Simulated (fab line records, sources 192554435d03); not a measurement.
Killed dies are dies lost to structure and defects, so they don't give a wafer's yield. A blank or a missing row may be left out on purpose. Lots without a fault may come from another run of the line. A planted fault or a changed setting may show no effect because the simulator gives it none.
A struck lot beside a sound one | flow n5_finfet | 17 steps out of a route of 1938
Sound: wafers L773.1, L773.3, L773.5. Struck: wafers L779.1, L779.4, L779.5. The cause comes at the end.
At each step with rows: each side's tool, then ch and its chambers, then its first start. Under that, the readings that differ: sound wafers | struck wafers | difference of the means | sigmas: that difference in standard deviations of wafers without a fault.
alike: readings whose means differ by less than 2 such deviations, and words and numbers that are the same on both sides. not compared: withheld readings, readings that some wafer has no value for, bounds like >300 that may hide the same value, and numbers for which the record gives no deviation and whose values overlap.
The two part at a step that has a row with sigmas, a row that says differs or no value, or rows on one side only. Numbers that don't overlap but have no deviation are shown without sigmas and don't part them. A reading that every wafer of one side lacks parts them only if that side has two wafers or more.

first, 8 steps without rows for these wafers: N5_SD_EPI_N_COAT_32 (time 60 s, resist thk 350 nm); N5_SD_EPI_N_COAT_33 (time 60 s, resist thk 35 nm); N5_SD_EPI_N_COAT_03 (resist thk 150 nm); N5_SD_EPI_N_EBR_05; N5_SD_EPI_N_SOFTBAKE_04 (time 60 s); N5_SD_EPI_N_EXPOSE_06 (exposes mask SD N BLK, target cd 120 nm); N5_SD_EPI_N_PEB_07 (peb time 60 s); N5_SD_EPI_N_DEVELOP_08 (develop time 30 s).
N5_SD_EPI_N_CD_MEAS_09: target cd 120 nm.
  sound on cd_sem-01 ch 0, day 4 11:33; struck on cd_sem-02 ch 0, day 6 04:28
  alike: cd_nm
N5_SD_EPI_N_OVL_MEAS_10:
  sound on overlay-02 ch 0, day 4 11:35; struck on overlay-02 ch 0, day 6 04:29
  alike: SD_N_BLK_OVL
N5_SD_EPI_N_INSPECT_11: inspects for defects (macro).
  sound on defect_inspect-01, day 4 11:36; struck on defect_inspect-01, day 6 04:31
  alike: raw_defect_count
N5_SD_EPI_N_DESCUM_14: chemistry O2, time 7.9 s.
  sound on rie_diel-03 ch 0,2, day 4 11:38; struck on rie_diel-03 ch 1,2, day 6 04:33
  alike: drypump_motor_current_A, oes_product_au, rf_vpp_V, showerhead_plenum_p_Torr, throttle_valve_pct
  not compared: rf_hours_counter_h
N5_SD_EPI_N_ETCH_34: etches SiARC in CF4, target depth 45.5 nm, time 75.8 s.
  sound on rie_diel-03 ch 0,2, day 4 11:40; struck on rie_diel-03 ch 1,2, day 6 04:35
  no value came back on the struck wafers for any of 9 readings (bias_w (W), cf4_flow_sccm (sccm) and others); on the sound wafers bias_w (W) reads 35.96 35.99 35.94
  reading                                             | sound             | struck            | difference | sigmas
  model.CAR-ArF-block_of_SD_EPI_N_COAT_03.thk_nm (nm) | 111.6 111.4 111.4 | 143.4 143.8 143.6 | +32.1      |
  not compared: rf_hours_counter_h
N5_SD_EPI_N_ETCH_35: etches SOC in N2/H2, overetch 108 nm, time 486 s.
  sound on rie_diel-03 ch 0,2, day 4 11:44; struck on rie_diel-03 ch 1,2, day 6 04:38
  reading               | sound          | struck         | difference | sigmas
  oes_product_au (a.u.) | 0.70 0.69 0.69 | 0.32 0.29 0.32 | -0.38      | -8
  alike: bias_w, chamber_pressure_mTorr, drypump_motor_current_A, rf_vpp_V, showerhead_plenum_p_Torr, throttle_valve_pct
  not compared: rf_hours_counter_h
then, 1 step without rows for these wafers: N5_SD_EPI_N_STRIP_36 (strips in N2/H2).
N5_BEOL_M4_RC_MEAS_101:
  the record has rows for the sound wafers here (prober-01 ch 0, day 9 17:22) and none for the struck ones
-- the record jumps here: 9 days lie between the struck wafers' starts before and after (it left off in module BEOL_M4 and takes up again in module PASSIVATION, whose first step shown is number 1936 of the route) --
N5_PASSIVATION_PROBE_49:
  the record has rows for the struck wafers here (prober-01, day 15 11:38) and none for the sound ones

WHERE THEY PART
First at N5_SD_EPI_N_ETCH_34; last, within this record, at N5_PASSIVATION_PROBE_49.

WHY: what the simulator had put in
Skipped step whole: rie_diel-03, from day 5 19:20 on, at N5_SD_EPI_N_ETCH_34. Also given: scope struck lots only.
